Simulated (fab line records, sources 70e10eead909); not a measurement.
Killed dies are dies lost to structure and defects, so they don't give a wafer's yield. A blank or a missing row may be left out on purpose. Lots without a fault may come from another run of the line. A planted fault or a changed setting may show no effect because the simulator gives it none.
fab line records | flow nand_harc
record lots=5 wafers=15 last_day=21
route steps=1159 shown P_M2@345 P_BONDPAD@351
lots that met no fault: from a run of the same line without faults
start_h: hours from the record's first day to the start of the lot's first wafer shown | wait_h: hours since the lot's step before | " the same as in the row above | L1.1+2: a row that stands for several wafers | - no value, or no start given | * or withheld: withheld | < > ~ a bound
route shown NAME@n: a module of which the file shows steps, and the number in the route of the first | usual: mean/standard deviation of fault-free wafers | same: alike in all rows | chamber/n: place in a boat | sites: the reading at each site | _std_site: their standard deviation | _edge_site: outer sites' mean less inner sites' | radius_mm: how far each site lies from the wafer's centre | mask NAME#n: copy n | behind: the tool/chamber that last shaped the wafer | hold: why the lot was held/for how many hours/how that ended | device: the transistor (n, p or np) that didn't switch | end of line: the same wafers' tests at the end of the route | a step without rows: its recipe alone | killed: dies lost to structure and defects at the first sort, not the wafer's yield | map: a wafer's dies, x killed, . not, _ none there
set.NAME: the setting as run; set.NAME@STEP: as run at that earlier step | model.NAME: the simulator's own value behind a step, which no gauge read
lots at some steps of the route; a table a step, a row a wafer
services: from which hour (start_h, from the record's first day; less than 0 if before it) a tool's chamber was out of use, for how many hours, and why
## steps
# step NHARC_P_M2_THK_MEAS_24
# recipe thk_meas_gauge=xrf
# usual thk_nm=144.4/1.7
# columns lot.wafer tool chamber start_h wait_h thk_nm
L074.1 film_metro-01 - 117.91 - 144.1
L074.3 " - " " 146.0
L074.5 " - " " 144.5
L078.2 film_metro-02 - 154.91 - 145.2
L078.3 " - " " 141.6
L078.4 " - " " 143.6
L080.3 film_metro-01 - 160.27 - 148.2
L080.5 " - " " 144.3
L080.6 " - " " 147.0
L082.1 film_metro-01 - 170.43 - 143.5
L082.2 " - " " 142.5
L082.3 " - " " 145.1
L084.1 film_metro-02 - 185.20 - 144.7
L084.4 " - " " 145.5
L084.6 " - " " 142.2
# step NHARC_P_M2_SRD_25
# columns lot.wafer tool chamber start_h wait_h
L074.3+5+1 wet_bench-08 6,7,1 117.95 0.0
L078.2+3+4 wet_bench-10 4,6,7 154.96 0.0
L080.3+6+5 wet_bench-08 6,7,1 160.31 0.0
L082.2+1+3 wet_bench-08 1,2,3 170.47 0.0
L084.1+6+4 wet_bench-08 2,3,4 185.25 0.0
# step NHARC_P_M2_INSPECT_27
# usual raw_defect_count=356/150
# columns lot.wafer tool chamber start_h wait_h raw_defect_count
L074.1 defect_inspect-02 - 118.06 0.0 250
L074.3 " - " " 329
L074.5 " - " " 264
L078.2 defect_inspect-02 - 155.07 0.0 416
L078.3 " - " " 237
L078.4 " - " " 477
L080.3 defect_inspect-01 - 160.43 0.0 583
L080.5 " - " " 411
L080.6 " - " " 517
L082.1 defect_inspect-01 - 170.59 0.0 630
L082.2 " - " " 463
L082.3 " - " " 691
L084.1 defect_inspect-01 - 185.36 0.0 694
L084.4 " - " " 319
L084.6 " - " " 861
# step NHARC_P_M2_PRE_CLEAN_32
# recipe time_s=12 temp_c=370 rf_power_w=300 gas=NH3
# usual heater_power_w=598/100
# columns lot.wafer tool chamber start_h wait_h heater_power_w
L074.1 pecvd-01 0 118.13 0.1 646
L074.3 " 2 " " 481
L074.5 " 2 " " 487
L078.2 pecvd-04 0 155.15 0.1 462
L078.3 " 1 " " 507
L078.4 " 0 " " 458
L080.3 pecvd-03 2 160.59 0.2 480
L080.5 " 1 " " 645
L080.6 " 2 " " 483
L082.1 pecvd-03 1 170.77 0.2 666
L082.2 " 2 " " 512
L082.3 " 0 " " 560
L084.1 pecvd-03 1 185.43 0.1 686
L084.6 " 2 " " 517
L084.4 " 0 " " 646
# step NHARC_P_M2_DEP_33
# recipe target_thk_a=300 temp_c=370 target_thk_nm=30 pressure_torr=3 flow_sccm=200 rf_w=450 material=SiCN
# usual chamber_pressure_Torr=2.999/0.007 heater_power_w=544/100 showerhead_vpp_V=1322/53
# columns lot.wafer tool chamber start_h wait_h chamber_pressure_Torr heater_power_w showerhead_vpp_V
L074.1 pecvd-01 0 118.21 0.1 3.001 576 1230
L074.3 " 2 " " 3.004 413 1320
L074.5 " 2 " " 2.996 414 1354
L078.2 pecvd-04 0 155.26 0.1 3.009 456 1330
L078.3 " 1 " " 2.992 544 1378
L078.4 " 0 " " 2.996 457 1351
L080.3 pecvd-03 2 160.72 0.1 3.000 416 1209
L080.5 " 1 " " 2.997 615 1260
L080.6 " 2 " " 2.991 426 1225
L082.1 pecvd-03 1 170.85 0.1 3.000 652 1277
L082.2 " 2 " " 3.017 417 1194
L082.3 " 0 " " 3.007 561 1365
L084.1 pecvd-03 1 185.51 0.1 2.995 611 1284
L084.6 " 2 " " 2.997 391 1202
L084.4 " 0 " " 3.001 534 1351
# step NHARC_P_BONDPAD_DEP_00
# recipe target_thk_a=2500 temp_c=370 target_thk_nm=250 pressure_torr=3 flow_sccm=200 rf_w=450 material=SiCN
# usual chamber_pressure_Torr=3.001/0.0059 heater_power_w=535/95 showerhead_vpp_V=1309/56
# columns lot.wafer tool chamber start_h wait_h chamber_pressure_Torr heater_power_w showerhead_vpp_V
L074.3 pecvd-01 1 - - 3.000 630 1364
L074.1 " 2 " " 3.013 434 1330
L074.5 " 1 " " 2.998 635 1356
L078.3 pecvd-03 1 155.63 - 2.994 639 1274
L078.2 " 2 " " 2.998 480 1217
L078.4 " 1 " " 2.990 655 1284
L080.3 pecvd-01 0 161.05 - 2.993 536 1261
L080.6 " 1 " " 3.001 643 1374
L080.5 " 2 " " 2.997 414 1350
L082.1 pecvd-01 0 171.26 - 3.002 574 1245
L082.2 " 2 " " 3.011 394 1333
L082.3 " 2 " " 3.002 414 1329
L084.1 pecvd-01 1 185.93 - 2.999 643 1360
L084.6 " 1 " " 2.989 615 1359
L084.4 " 2 " " 3.000 453 1319
# step NHARC_P_BONDPAD_CMP_32
# recipe target_thk_nm=200 material=SiCN
# usual motor_current_A=12.2/0.87
# columns lot.wafer tool chamber start_h wait_h motor_current_A
L074.1 cmp-01 0 119.01 - 10.3
L074.3 " 3 " " 11.3
L074.5 " 1 " " 12.3
L078.4 cmp-01 3 156.03 - 12.2
L078.2 " 1 " " 13.0
L078.3 " 2 " " 11.6
L080.3 cmp-02 0 161.53 - 11.5
L080.5 " 1 " " 12.7
L080.6 " 2 " " 13.4
L082.2 cmp-03 2 171.83 0.4 13.3
L082.3 " 3 " " 12.7
L082.1 " 0 " " 12.5
L084.4 cmp-01 1 186.39 - 12.0
L084.1 " 2 " " 11.4
L084.6 " 0 " " 10.8
# step NHARC_P_BONDPAD_THK_MEAS_33
# recipe thk_meas_gauge=ellipsometry
# usual thk_nm=200.5/1.5
# columns lot.wafer tool chamber start_h wait_h thk_nm
L074.1 film_metro-01 - 119.26 0.2 201.2
L074.3 " - " " 200.0
L074.5 " - " " 197.8
L078.2 film_metro-02 - 156.28 0.2 200.2
L078.3 " - " " 201.0
L078.4 " - " " 199.2
L080.3 film_metro-02 - 161.70 0.2 198.9
L080.5 " - " " 203.1
L080.6 " - " " 202.3
L082.1 film_metro-01 - 172.06 0.2 202.1
L082.2 " - " " 201.0
L082.3 " - " " 201.6
L084.1 film_metro-01 - 186.59 0.2 201.9
L084.4 " - " " 200.1
L084.6 " - " " 199.1
# step NHARC_P_BONDPAD_SRD_34
# columns lot.wafer tool chamber start_h wait_h
L074.5+1+3 wet_bench-10 5,7,0 119.32 0.1
L078.3+4+2 wet_bench-08 1,3,4 156.33 0.0
L080.5+3+6 wet_bench-08 1,4,5 161.74 0.0
L082.2+1+3 wet_bench-08 3,4,7 172.10 0.0
L084.4+1+6 wet_bench-10 7,1,2 186.63 0.0
# step NHARC_P_BONDPAD_DEHYDRATE_01
# recipe temp_c=150 time_s=120
# usual plate_temp_C=149.97/0.14
# columns lot.wafer tool chamber start_h wait_h plate_temp_C
L074.1 litho_track-07 0 119.42 0.1 150.00
L074.3 " 0 " " 149.91
L074.5 " 0 " " 149.85
L078.2 litho_track-05 0 156.40 0.1 149.88
L078.3 " 0 " " 150.05
L078.4 " 0 " " 149.88
L080.3 litho_track-05 0 161.83 0.1 150.06
L080.5 " 0 " " 150.15
L080.6 " 0 " " 150.22
L082.1 litho_track-02 0 172.20 0.1 149.79
L082.2 " 0 " " 149.85
L082.3 " 0 " " 149.79
L084.1 litho_track-02 0 186.73 0.1 149.80
L084.4 " 0 " " 149.88
L084.6 " 0 " " 149.99
# step NHARC_P_BONDPAD_HMDS_02
# recipe time_s=30
# columns lot.wafer tool chamber start_h wait_h
L074.1+3+5 litho_track-07 0 - -
L078.2+3+4 litho_track-05 0 - -
L080.3+5+6 litho_track-05 0 - -
L082.1+2+3 litho_track-02 0 - -
L084.1+4+6 litho_track-02 0 - -
# step NHARC_P_BONDPAD_COAT_36
# recipe temp_c=200 time_s=65
# usual plate_temp_C=200.00/0.13
# columns lot.wafer tool chamber start_h wait_h plate_temp_C
L074.1 litho_track-07 0 - - 200.09
L074.3 " 0 " " 199.88
L074.5 " 0 " " 199.93
L078.2 litho_track-05 0 - - 200.06
L078.3 " 0 " " 200.03
L078.4 " 0 " " 199.91
L080.3 litho_track-05 0 - - 199.77
L080.5 " 0 " " 200.13
L080.6 " 0 " " 199.95
L082.1 litho_track-02 0 - - 199.94
L082.2 " 0 " " 199.87
L082.3 " 0 " " 199.82
L084.1 litho_track-02 0 - - 200.32
L084.4 " 0 " " 200.05
L084.6 " 0 " " 199.89
# step NHARC_P_BONDPAD_COAT_03
# recipe spin_rpm=2000 resist_thk_nm=600
# usual dispense_pressure_kPa=52/3.1
# columns lot.wafer tool chamber start_h wait_h dispense_pressure_kPa
L074.1 litho_track-07 0 - - 48
L074.3 " 0 " " 48
L074.5 " 0 " " 48
L078.2 litho_track-05 0 - - 55
L078.3 " 0 " " 56
L078.4 " 0 " " 56
L080.3 litho_track-05 0 - - 55
L080.5 " 0 " " 55
L080.6 " 0 " " 56
L082.1 litho_track-02 0 - - 52
L082.2 " 0 " " 52
L082.3 " 0 " " 52
L084.1 litho_track-02 0 - - 52
L084.4 " 0 " " 52
L084.6 " 0 " " 52
# step NHARC_P_BONDPAD_SOFTBAKE_04
# recipe temp_c=125 time_s=70
# usual plate_temp_C=124.99/0.16
# columns lot.wafer tool chamber start_h wait_h plate_temp_C
L074.1 litho_track-07 0 - - 124.83
L074.3 " 0 " " 124.87
L074.5 " 0 " " 125.00
L078.2 litho_track-05 0 - - 125.03
L078.3 " 0 " " 125.34
L078.4 " 0 " " 125.14
L080.3 litho_track-05 0 - - 124.94
L080.5 " 0 " " 124.99
L080.6 " 0 " " 125.05
L082.1 litho_track-02 0 - - 124.69
L082.2 " 0 " " 124.91
L082.3 " 0 " " 124.92
L084.1 litho_track-02 0 - - 124.88
L084.4 " 0 " " 124.93
L084.6 " 0 " " 124.56
# step NHARC_P_BONDPAD_EBR_05
# columns lot.wafer tool chamber start_h wait_h
L074.1+3+5 litho_track-07 0 - -
L078.2+3+4 litho_track-05 0 - -
L080.3+5+6 litho_track-05 0 - -
L082.1+2+3 litho_track-02 0 - -
L084.1+4+6 litho_track-02 0 - -
# step NHARC_P_BONDPAD_EXPOSE_06
# recipe na=0.55 dose_mj=37.06 mask_id=P_BPAD
# columns lot.wafer tool chamber start_h wait_h mask
L074.1+3+5 krf_scanner-04 0 119.71 - P_BPAD#0
L078.2+3+4 krf_scanner-04 0 156.70 - P_BPAD#0
L080.3+5+6 krf_scanner-03 0 162.00 - P_BPAD#0
L082.1+2+3 krf_scanner-03 0 172.49 - P_BPAD#0
L084.1+4+6 krf_scanner-04 0 187.02 - P_BPAD#0
# step NHARC_P_BONDPAD_PEB_07
# recipe peb_temp_c=128 peb_time_s=80
# usual plate_temp_C=128.04/0.14
# columns lot.wafer tool chamber start_h wait_h plate_temp_C
L074.1 litho_track-02 0 119.78 0.1 128.03
L074.3 " 0 " " 127.93
L074.5 " 0 " " 127.90
L078.2 litho_track-05 0 156.76 0.1 128.01
L078.3 " 0 " " 128.07
L078.4 " 0 " " 128.12
L080.3 litho_track-07 0 162.06 0.1 127.96
L080.5 " 0 " " 128.12
L080.6 " 0 " " 127.95
L082.1 litho_track-02 0 172.55 0.1 128.12
L082.2 " 0 " " 128.14
L082.3 " 0 " " 128.24
L084.1 litho_track-05 0 187.08 0.1 128.39
L084.4 " 0 " " 128.12
L084.6 " 0 " " 128.13
# step NHARC_P_BONDPAD_DEVELOP_08
# recipe time_s=50 dev_temp_c=22
# columns lot.wafer tool chamber start_h wait_h
L074.1+3+5 litho_track-02 0 - -
L078.2+3+4 litho_track-05 0 - -
L080.3+5+6 litho_track-07 0 - -
L082.1+2+3 litho_track-02 0 - -
L084.1+4+6 litho_track-05 0 - -
# step NHARC_P_BONDPAD_CD_MEAS_09
# recipe target_cd_nm=500 landing_energy_ev=500
# usual cd_nm=500.6/2.6
# columns lot.wafer tool chamber start_h wait_h cd_nm
L074.1 cd_sem-03 0 119.86 - 502.9
L074.3 " 0 " " 502.4
L074.5 " 0 " " 499.8
L078.2 cd_sem-03 0 156.85 - 506.2
L078.3 " 0 " " 502.4
L078.4 " 0 " " 504.4
L080.3 cd_sem-03 0 162.15 - 497.6
L080.5 " 0 " " 499.4
L080.6 " 0 " " 502.4
L082.1 cd_sem-01 0 172.64 - 503.2
L082.2 " 0 " " 501.5
L082.3 " 0 " " 499.8
L084.1 cd_sem-02 0 187.17 - 503.7
L084.4 " 0 " " 503.6
L084.6 " 0 " " 505.2
# step NHARC_P_BONDPAD_OVL_MEAS_38
# usual overlay_x_nm=2/5.3 overlay_y_nm=1/6.4
# columns lot.wafer tool chamber start_h wait_h overlay_x_nm overlay_y_nm
L074.1 overlay-01 - 119.95 - 3 -3
L074.3 " - " " 4 -4
L074.5 " - " " 3 -3
L078.2 overlay-02 - 156.93 - 1 3
L078.3 " - " " 0 3
L078.4 " - " " 1 3
L080.3 overlay-01 - 162.23 - 4 -10
L080.5 " - " " 4 -10
L080.6 " - " " 4 -10
L082.1 overlay-02 - 172.73 - 10 4
L082.2 " - " " 9 5
L082.3 " - " " 9 5
L084.1 overlay-02 - 187.26 - 0 -2
L084.4 " - " " 1 -3
L084.6 " - " " 0 -3
# step NHARC_P_BONDPAD_HARDBAKE_10
# recipe temp_c=118 time_s=65
# usual plate_temp_C=117.99/0.13
# columns lot.wafer tool chamber start_h wait_h plate_temp_C
L074.1 litho_track-07 0 120.00 0.0 117.95
L074.3 " 0 " " 117.92
L074.5 " 0 " " 117.93
L078.2 litho_track-05 0 156.98 0.0 117.88
L078.3 " 0 " " 117.92
L078.4 " 0 " " 117.93
L080.3 litho_track-02 0 162.28 0.1 118.02
L080.5 " 0 " " 118.01
L080.6 " 0 " " 118.15
L082.1 litho_track-02 0 172.77 0.0 117.68
L082.2 " 0 " " 117.80
L082.3 " 0 " " 118.01
L084.1 litho_track-05 0 187.30 0.0 118.14
L084.4 " 0 " " 117.98
L084.6 " 0 " " 118.20
# step NHARC_P_BONDPAD_DESCUM_11
# recipe time_s=3 o2_flow_sccm=200 ar_flow_sccm=0 bias_power_w=0 chemistry=O2
# usual drypump_motor_current_A=5.4/0.42 oes_product_au=0.990/0.0091 rf_vpp_V=57.9/0.92 showerhead_plenum_p_Torr=1.94/0.055 throttle_valve_pct=11.310/0.0086
# columns lot.wafer tool chamber start_h wait_h drypump_motor_current_A oes_product_au rf_hours_counter_h rf_vpp_V showerhead_plenum_p_Torr throttle_valve_pct
L074.1 rie_diel-06 3 120.08 - 4.8 0.987 17 57.5 2.02 11.309
L074.3 " 2 " " 5.5 0.996 18 58.0 2.03 11.296
L074.5 " 3 " " 4.8 0.980 - 58.6 2.02 11.299
L078.4 rie_diel-04 1 157.06 - 5.3 0.985 3 56.8 1.88 11.314
L078.3 " 2 " " 4.9 0.989 3 57.6 1.97 11.318
L078.2 " 0 " " 6.0 0.998 4 58.3 1.96 11.312
L080.3 rie_diel-06 2 162.35 - 5.5 0.989 32 58.0 2.03 11.310
L080.5 " 2 " " 5.5 0.995 - 57.9 2.03 11.297
L080.6 " 3 " " 4.8 0.979 - 57.2 2.02 11.311
L082.3 rie_diel-06 1 172.87 - 5.7 0.999 37 57.9 1.88 11.314
L082.2 " 2 " " 5.5 0.991 34 58.6 2.03 11.303
L082.1 " 3 " " 4.8 0.982 34 58.5 2.02 11.309
L084.1 rie_diel-04 0 187.40 - 6.0 0.985 7 58.8 1.96 11.325
L084.4 " 2 " " 4.9 1.000 6 58.2 1.97 11.324
L084.6 " 1 " " 5.2 0.989 - 57.3 1.88 11.317
# step NHARC_P_BONDPAD_ETCH_37
# recipe target_depth_a=600 overetch_a=180 time_s=65.91 ion_energy_ev=200 n2_flow_sccm=150 h2_flow_sccm=150 ar_flow_sccm=0 rf_w=400 bias_w=150 chemistry=N2/H2
# usual bias_w=150.1/0.4 drypump_motor_current_A=5.4/0.41 oes_product_au=0.990/0.01 rf_vpp_V=431.5/1.9 showerhead_plenum_p_Torr=2.07/0.06 throttle_valve_pct=14.169/0.0093
# columns lot.wafer tool chamber start_h wait_h bias_w drypump_motor_current_A oes_product_au rf_hours_counter_h rf_vpp_V showerhead_plenum_p_Torr throttle_valve_pct
L074.3 rie_diel-06 3 120.18 0.1 150.3 4.8 0.985 17 434.6 2.16 14.171
L074.1 " 0 " " 150.1 5.6 0.993 19 431.8 2.10 14.178
L074.5 " 0 " " 150.5 5.6 1.010 - 433.1 2.10 14.151
L078.4 rie_diel-04 2 157.14 0.1 149.6 4.9 0.987 3 431.2 2.10 14.173
L078.2 " 3 " " 150.6 5.3 0.995 3 434.4 2.10 14.159
L078.3 " 1 " " 149.7 5.3 0.986 3 429.9 2.00 14.169
L080.3 rie_diel-06 1 162.44 0.1 149.8 5.7 0.997 35 430.3 2.00 14.188
L080.6 " 1 " " 150.4 5.6 0.979 - 429.2 2.00 14.168
L080.5 " 2 " " 150.7 5.5 1.000 - 432.2 2.16 14.169
L082.1 rie_diel-06 0 172.95 0.1 149.6 5.6 0.985 36 431.2 2.10 14.160
L082.3 " 1 " " 150.8 5.7 1.000 37 430.2 2.00 14.178
L082.2 " 2 " " 150.5 5.5 0.993 34 434.9 2.16 14.174
L084.4 rie_diel-04 1 187.49 0.1 149.2 5.3 0.985 6 429.9 2.00 14.167
L084.1 " 3 " " 149.9 5.3 0.996 6 431.0 2.10 14.151
L084.6 " 1 " " 149.9 5.3 0.983 - 429.3 2.00 14.173
# step NHARC_P_BONDPAD_ETCH_12
# recipe target_depth_a=2000 time_s=100 chf3_flow_sccm=50 o2_flow_sccm=10 ar_flow_sccm=200 rf_w=500 bias_w=200 chemistry=CHF3/O2
# usual bias_w=200.0/0.55 drypump_motor_current_A=5.4/0.41 oes_product_au=0.927/0.02 rf_vpp_V=371.4/1.7 showerhead_plenum_p_Torr=2.44/0.066 throttle_valve_pct=20.572/0.0091
# columns lot.wafer tool chamber start_h wait_h bias_w drypump_motor_current_A oes_product_au rf_hours_counter_h rf_vpp_V showerhead_plenum_p_Torr throttle_valve_pct
L074.1 rie_diel-06 2 - - 199.7 5.5 0.962 18 374.6 2.54 20.566
L074.3 " 3 " " 199.1 4.8 0.953 17 373.0 2.53 20.591
L074.5 " 2 " " 200.2 5.5 0.967 - 374.4 2.54 20.575
L078.3 rie_diel-04 3 - - 199.8 5.3 0.909 3 373.4 2.47 20.566
L078.4 " 0 " " 199.6 6.0 0.927 4 372.0 2.46 20.563
L078.2 " 1 " " 200.1 5.2 0.910 3 370.4 2.36 20.569
L080.3 rie_diel-06 1 - - 200.4 5.6 0.915 35 368.7 2.36 20.580
L080.5 " 3 " " 200.4 4.8 0.919 - 374.5 2.53 20.549
L080.6 " 0 " " 199.3 5.7 0.917 - 371.7 2.47 20.574
L082.1 rie_diel-06 1 - - 200.3 5.6 0.922 37 369.3 2.36 20.581
L082.2 " 3 " " 199.3 4.8 0.921 34 374.3 2.53 20.583
L082.3 " 0 " " 200.7 5.6 0.922 36 374.4 2.47 20.575
L084.1 rie_diel-04 0 - - 200.0 6.0 0.915 7 371.9 2.46 20.567
L084.4 " 1 " " 200.1 5.2 0.904 6 370.4 2.36 20.563
L084.6 " 2 " " 199.7 4.8 0.918 - 372.5 2.47 20.595
# step NHARC_P_BONDPAD_CD_MEAS_13
# usual cd_nm=499.1/2.9
# columns lot.wafer tool chamber start_h wait_h cd_nm
L074.1 cd_sem-01 - 120.44 - 502.7
L074.3 " - " " 501.1
L074.5 " - " " 499.9
L078.2 cd_sem-03 - 157.37 - 505.0
L078.3 " - " " 501.6
L078.4 " - " " 502.7
L080.3 cd_sem-03 - 162.67 - 494.8
L080.5 " - " " 496.9
L080.6 " - " " 501.1
L082.1 cd_sem-03 - 173.17 - 501.3
L082.2 " - " " 499.3
L082.3 " - " " 500.1
L084.1 cd_sem-02 - 187.71 - 502.6
L084.4 " - " " 503.7
L084.6 " - " " 504.3
# step NHARC_P_BONDPAD_STRIP_15
# recipe o2_flow_sccm=500 ar_flow_sccm=0 bias_w=0 chemistry=O2
# usual drypump_motor_current_A=5.4/0.41 oes_product_au=0.991/0.01 rf_vpp_V=58.0/0.86 showerhead_plenum_p_Torr=3.58/0.091 throttle_valve_pct=17.036/0.0098
# same bias_w=0
# columns lot.wafer tool chamber start_h wait_h drypump_motor_current_A oes_product_au rf_hours_counter_h rf_vpp_V showerhead_plenum_p_Torr throttle_valve_pct
L074.1 rie_diel-06 3 120.53 0.1 4.8 0.978 17 60.3 3.71 17.044
L074.3 " 2 " " 5.5 1.006 18 57.0 3.73 17.039
L074.5 " 0 " " 5.6 0.982 - 57.4 3.63 17.053
L078.4 rie_diel-04 1 157.45 0.1 5.3 0.979 3 58.4 3.47 17.050
L078.3 " 3 " " 5.3 0.989 4 57.9 3.63 17.059
L078.2 " 0 " " 6.0 0.989 4 57.9 3.61 17.024
L080.3 rie_diel-06 0 162.78 0.1 5.7 0.984 33 58.7 3.62 17.031
L080.6 " 2 " " 5.5 0.998 - 58.6 3.72 17.036
L080.5 " 3 " " 4.8 0.995 - 57.9 3.71 17.057
L082.1 rie_diel-04 0 173.26 0.1 6.0 0.994 6 56.5 3.61 17.039
L082.3 " 1 " " 5.3 0.989 5 57.0 3.47 17.022
L082.2 " 2 " " 4.8 0.982 5 59.0 3.62 17.045
L084.4 rie_diel-06 3 187.82 0.1 4.8 1.000 38 58.8 3.70 17.027
L084.1 " 0 " " 5.6 1.001 41 57.1 3.62 17.035
L084.6 " 1 " " 5.7 0.995 - 57.6 3.46 17.039
# step NHARC_P_BONDPAD_ETCH_24
# recipe target_depth_a=300 over_etch_frac=0.3 time_s=72.99 ion_energy_ev=150 cf4_flow_sccm=50 n2_flow_sccm=100 ar_flow_sccm=150 rf_w=300 bias_w=100 chemistry=CF4/N2
# usual bias_w=100.03/0.29 drypump_motor_current_A=5.4/0.41 oes_product_au=0.987/0.0087 rf_vpp_V=314.8/1.5 showerhead_plenum_p_Torr=2.67/0.071 throttle_valve_pct=19.795/0.0084
# columns lot.wafer tool chamber start_h wait_h bias_w drypump_motor_current_A oes_product_au rf_hours_counter_h rf_vpp_V showerhead_plenum_p_Torr throttle_valve_pct
L074.1 rie_diel-06 3 120.71 0.2 100.01 4.8 0.982 17 317.0 2.77 19.790
L074.3 " 2 " " 100.26 5.5 1.011 19 317.8 2.78 19.783
L074.5 " 3 " " 100.67 4.8 0.988 - 315.5 2.77 19.796
L078.3 rie_diel-04 2 - - 100.05 4.9 0.998 3 314.2 2.70 19.794
L078.4 " 3 " " 100.36 5.3 0.994 4 315.4 2.70 19.785
L078.2 " 1 " " 99.79 5.3 0.989 3 312.9 2.58 19.786
L080.3 rie_diel-06 0 - - 99.77 5.7 0.986 33 316.5 2.70 19.789
L080.5 " 0 " " 99.65 5.7 0.989 - 314.5 2.70 19.796
L080.6 " 1 " " 100.42 5.7 1.001 - 312.3 2.58 19.802
L082.2 rie_diel-04 3 - - 99.73 5.3 0.987 5 315.4 2.70 19.789
L082.1 " 0 " " 100.09 6.1 0.992 6 316.5 2.69 19.787
L082.3 " 2 " " 100.28 4.8 0.986 5 315.7 2.70 19.787
L084.1 rie_diel-06 3 - - 99.69 4.8 0.995 39 317.8 2.76 19.788
L084.4 " 0 " " 99.98 5.6 0.990 41 314.6 2.69 19.781
L084.6 " 2 " " 99.81 5.5 0.986 - 318.2 2.77 19.809
# step NHARC_P_BONDPAD_STRIP_16
# recipe time_s=600 temp_c=30 chemistry=post_etch_residue_remover
# columns lot.wafer tool chamber start_h wait_h
L074.3+5+1 wet_bench-08 2,3,6 120.86 -
L078.2+3+4 wet_bench-10 7,0,1 157.83 -
L080.3+6+5 wet_bench-08 2,3,5 163.04 -
L082.1+3+2 wet_bench-10 5,7,0 173.53 -
L084.1+4+6 wet_bench-08 6,7,1 188.08 -
# step NHARC_P_BONDPAD_DEGAS_25
# recipe temp_c=300 time_s=60
# usual heater_power_w=476/45
# columns lot.wafer tool chamber start_h wait_h heater_power_w
L074.3 pvd_sputter-01 - 121.13 - 421
L074.1 " - " " 493
L074.5 " - " " 446
L078.3 pvd_sputter-03 - 158.09 - 512
L078.4 " - " " 505
L078.2 " - " " 480
L080.3 pvd_sputter-03 - 163.30 - 456
L080.5 " - " " 538
L080.6 " - " " 471
L082.3 pvd_sputter-03 - 173.79 - 458
L082.1 " - " " 527
L082.2 " - " " 545
L084.4 pvd_sputter-01 - 188.35 - 477
L084.1 " - " " 418
L084.6 " - " " 387
# step NHARC_P_BONDPAD_PRE_CLEAN_26
# recipe time_s=30 temp_c=280 gas=H2/He
# usual heater_power_w=418/40
# columns lot.wafer tool chamber start_h wait_h heater_power_w
L074.3 pvd_sputter-01 - - - 351
L074.1 " - " " 430
L074.5 " - " " 395
L078.4 pvd_sputter-03 - - - 443
L078.3 " - " " 452
L078.2 " - " " 406
L080.3 pvd_sputter-03 - - - 403
L080.6 " - " " 452
L080.5 " - " " 435
L082.2 pvd_sputter-03 - - - 458
L082.1 " - " " 446
L082.3 " - " " 402
L084.1 pvd_sputter-01 - - - 335
L084.4 " - " " 358
L084.6 " - " " 418
# step NHARC_P_BONDPAD_PVD_17
# recipe target_thk_a=50 bias_v=168.6 power_w=15000 chamber_pressure_pa=0.12 time_s=8.06 substrate_temp_c=50 material=TaN
# usual cathode_dc_power_W=15000/2.8 throttle_valve_pct=30.2/0.86
# columns lot.wafer tool chamber start_h wait_h cathode_dc_power_W throttle_valve_pct
L074.1 pvd_sputter-01 - - - 14998 30.0
L074.3 " - " " 15000 29.2
L074.5 " - " " 15001 29.2
L078.4 pvd_sputter-03 - - - 14994 30.1
L078.3 " - " " 14998 31.1
L078.2 " - " " 15001 29.4
L080.3 pvd_sputter-03 - - - 15001 32.0
L080.6 " - " " 15005 29.9
L080.5 " - " " 15000 30.9
L082.1 pvd_sputter-03 - - - 15001 29.6
L082.3 " - " " 15001 30.0
L082.2 " - " " 15000 31.1
L084.4 pvd_sputter-01 - - - 14999 29.1
L084.1 " - " " 15000 29.6
L084.6 " - " " 14997 30.4
# step NHARC_P_BONDPAD_PVD_27
# recipe target_thk_a=300 chamber_pressure_pa=5 power_w=5000 substrate_temp_c=30 time_s=20.49 material=Cu
# usual cathode_dc_power_W=4999.9/0.9 throttle_valve_pct=30.2/0.87
# columns lot.wafer tool chamber start_h wait_h cathode_dc_power_W throttle_valve_pct
L074.3 pvd_sputter-01 - - - 4999.6 29.8
L074.1 " - " " 5000.6 29.1
L074.5 " - " " 4999.2 29.9
L078.4 pvd_sputter-03 - - - 5000.6 31.8
L078.3 " - " " 5000.4 29.7
L078.2 " - " " 4998.9 30.9
L080.3 pvd_sputter-03 - - - 4999.2 30.8
L080.5 " - " " 5000.1 29.8
L080.6 " - " " 4998.6 31.6
L082.3 pvd_sputter-03 - - - 4999.2 29.7
L082.1 " - " " 5000.2 31.9
L082.2 " - " " 5000.7 29.9
L084.1 pvd_sputter-01 - - - 4999.2 30.6
L084.4 " - " " 5000.5 30.0
L084.6 " - " " 4999.6 30.6
# step NHARC_P_BONDPAD_ECD_18
# recipe target_thk_a=4000 bath_temp_c=25 material=Cu
# columns lot.wafer tool chamber start_h wait_h
L074.1+3+5 ecd_cu-02 1,1,0 121.48 -
L078.2+4+3 ecd_cu-02 1,1,0 158.46 -
L080.3+6+5 ecd_cu-01 0,1,0 163.83 -
L082.1+2+3 ecd_cu-02 1,0,0 174.15 -
L084.1+4+6 ecd_cu-02 1 188.75 -
# step NHARC_P_BONDPAD_ANNEAL_28
# recipe temp_c=225 time_s=90
# usual wafer_temp_C_max=226.0/0.32
# columns lot.wafer tool chamber start_h wait_h wafer_temp_C_max
L074.1 rtp_anneal-01 0 121.86 0.3 226.2
L074.3 " 0 " " 226.3
L074.5 " 0 " " 226.3
L078.2 rtp_anneal-02 0 158.90 0.4 225.6
L078.3 " 0 " " 225.5
L078.4 " 0 " " 225.7
L080.3 rtp_anneal-01 0 164.16 - 226.1
L080.5 " 0 " " 226.3
L080.6 " 0 " " 226.0
L082.1 rtp_anneal-01 0 174.53 0.3 225.8
L082.2 " 0 " " 226.2
L082.3 " 0 " " 226.5
L084.1 rtp_anneal-02 0 189.08 0.3 225.2
L084.4 " 0 " " 225.6
L084.6 " 0 " " 225.6
## services
# columns tool chamber start_h hours kind
cmp-01 - 99.64 1.7 repair
pecvd-03 - 101.39 1.3 repair
pvd_sputter-03 - 102.00 10.0 pm
pvd_sputter-01 - 105.46 3.6 repair
pvd_sputter-01 - 110.59 2.9 repair
pecvd-03 - 111.00 13.0 pm
rie_diel-04 - 112.00 9.0 pm
rie_diel-06 1 114.89 7.5 repair
pecvd-04 - 118.46 1.3 repair
krf_scanner-04 - 126.00 4.0 pm
pvd_sputter-03 - 131.62 1.7 repair
rie_diel-06 0 134.51 4.2 repair
ecd_cu-02 - 148.52 1.0 repair
pvd_sputter-01 - 156.06 3.1 repair
krf_scanner-04 - 164.33 0.8 repair
litho_track-02 - 165.00 7.0 pm
rie_diel-06 2 166.59 1.2 repair
krf_scanner-03 - 168.00 4.0 pm
pecvd-01 - 175.13 0.7 repair
cmp-01 - 179.54 4.0 pm
ecd_cu-02 - 180.00 8.0 pm
rie_diel-04 - 184.48 1.1 repair
pecvd-04 0 187.07 6.4 repair
litho_track-07 - 189.03 7.0 pm
## key
fault none
